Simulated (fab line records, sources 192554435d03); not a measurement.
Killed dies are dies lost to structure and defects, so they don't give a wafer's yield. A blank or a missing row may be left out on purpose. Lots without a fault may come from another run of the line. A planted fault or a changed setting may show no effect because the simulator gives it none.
Split-lot experiment | flow n5_finfet | 7 lots, 39 wafers read, on a route of 1938 steps

THE SPLIT
At N5_MIM_BOT_SPUTTER_00 (material TiN, target thk 35 nm, time 89.7 s), the setting target_thk_a was moved away from the recipe's 350 angstrom on 18 of the 39 wafers read, by -35.1% to +50.3%. The other wafers ran this setting at the recipe's value.

The reading is taken at the split's own step.

THE READING
TiN_of_MIM_BOT_SPUTTER_00.thk_nm (the simulator's own value, which no gauge read), in nm, at N5_MIM_BOT_SPUTTER_00 (material TiN, target thk 35 nm, time 89.7 s). The file gives no usual value for it. The 21 wafers here that ran the recipe average 35.0 nm, standard deviation 0.27 nm.

wafer  | tool, chamber at the split | target_thk_a as run, angstrom | against the recipe | TiN_of_MIM_BOT_SPUTTER_00.thk_nm, nm | against lot-mates on the recipe
L074.1 | pvd_sputter-03, -          | 463                           | +32.3%             | 46                                   | +11.2
L074.2 | pvd_sputter-03, -          | 463                           | +32.3%             | 46.2                                 | +11.4
L074.3 | pvd_sputter-03, -          | 350                           | recipe             | 34.8                                 | -
L074.4 | pvd_sputter-03, -          | 350                           | recipe             | 34.8                                 | -
L074.5 | pvd_sputter-03, -          | 350                           | recipe             | 34.8                                 | -
L074.6 | pvd_sputter-03, -          | 463                           | +32.3%             | 46.4                                 | +11.6
L075.1 | pvd_sputter-02, -          | 350                           | recipe             | 35.4                                 | -
L075.5 | pvd_sputter-02, -          | 350                           | recipe             | 35.4                                 | -
L075.6 | pvd_sputter-02, -          | 350                           | recipe             | 35.4                                 | -
L075.2 | pvd_sputter-02, -          | 522                           | +49.1%             | 52.8                                 | +17.4
L075.3 | pvd_sputter-02, -          | 522                           | +49.1%             | 53.2                                 | +17.8
L075.4 | pvd_sputter-02, -          | 522                           | +49.1%             | 52.6                                 | +17.2
L077.1 | pvd_sputter-03, -          | 526                           | +50.3%             | 52.6                                 | +17.5
L077.2 | pvd_sputter-03, -          | 350                           | recipe             | 35.2                                 | -
L077.4 | pvd_sputter-03, -          | 350                           | recipe             | 35.2                                 | -
L077.3 | pvd_sputter-03, -          | 526                           | +50.3%             | 52.8                                 | +17.7
L077.6 | pvd_sputter-03, -          | 526                           | +50.3%             | 52.8                                 | +17.7
L077.5 | pvd_sputter-03, -          | 350                           | recipe             | 34.8                                 | -
L078.1 | pvd_sputter-02, -          | 350                           | recipe             | 34.8                                 | -
L078.2 | pvd_sputter-02, -          | 350                           | recipe             | 34.8                                 | -
L078.6 | pvd_sputter-02, -          | 350                           | recipe             | 34.8                                 | -
L078.3 | pvd_sputter-02, -          | 508                           | +45.1%             | 50.8                                 | +16.0
L078.5 | pvd_sputter-02, -          | 508                           | +45.1%             | 50.8                                 | +16.0
L078.4 | pvd_sputter-02, -          | 508                           | +45.1%             | 50.4                                 | +15.6
L082.1 | pvd_sputter-03, -          | 507.6                         | +45.0%             | 50.4                                 | +15.7
L082.2 | pvd_sputter-03, -          | 507.6                         | +45.0%             | 50.4                                 | +15.7
L082.3 | pvd_sputter-03, -          | 350                           | recipe             | 34.6                                 | -
L082.5 | pvd_sputter-03, -          | 350                           | recipe             | 34.6                                 | -
L082.4 | pvd_sputter-03, -          | 507.6                         | +45.0%             | 50.2                                 | +15.5
L082.6 | pvd_sputter-03, -          | 350                           | recipe             | 34.8                                 | -
L088.2 | pvd_sputter-02, -          | 350                           | recipe             | 34.8                                 | -
L088.3 | pvd_sputter-02, -          | 350                           | recipe             | 35.2                                 | -
L088.4 | pvd_sputter-02, -          | 350                           | recipe             | 35.2                                 | -
L087.1 | pvd_sputter-01, -          | 227                           | -35.1%             | 22.6                                 | -12.6
L087.2 | pvd_sputter-01, -          | 227                           | -35.1%             | 22.8                                 | -12.4
L087.4 | pvd_sputter-01, -          | 227                           | -35.1%             | 22.8                                 | -12.4
L087.3 | pvd_sputter-01, -          | 350                           | recipe             | 35.2                                 | -
L087.5 | pvd_sputter-01, -          | 350                           | recipe             | 35                                   | -
L087.6 | pvd_sputter-01, -          | 350                           | recipe             | 35.4                                 | -

THE FIT
A straight line over all 39 wafers: TiN_of_MIM_BOT_SPUTTER_00.thk_nm changes by +0.351 nm for each +1% of target_thk_a; r = +1.00; the points scatter about the line by 0.33 nm.
The same after taking each lot's own level away (the mean of its wafers on the recipe; 39 wafers): +0.352 nm for each +1%; r = +1.00; scatter 0.16 nm.
On that fit, the largest move of target_thk_a shifts the reading by 18 nm.
The lots' own levels span 34.67 to 35.40 nm, that is 2.7 times the standard deviation above.
So the lot-to-lot level changes the slope little: the two slopes agree.
Check: with one of the wafers moved furthest among these (+50.3%) left out of the fit, the line predicts +17.7 nm for it against its lot-mates. It came out at +17.5 nm against them.

OTHER SPLITS ON THESE WAFERS
These wafers also went through other splits before the reading. Each is held against what the fit with the lots' levels taken away leaves over:
other split on the same wafers            | wafers away from the commonest value | r with TiN_of_MIM_BOT_SPUTTER_00.thk_nm (lot level and that fit taken away)
N5_BEOL_M10_TRENCH_ETCH_37 target_depth_a | 6                                    | -0.10
N5_BEOL_M13_ETCH_68 time_s                | 15                                   | -0.13

THE FILE'S OWN FIT
TiN_of_MIM_BOT_SPUTTER_00.thk_nm changes by +0.352 nm for each +1% of target_thk_a, r = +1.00.
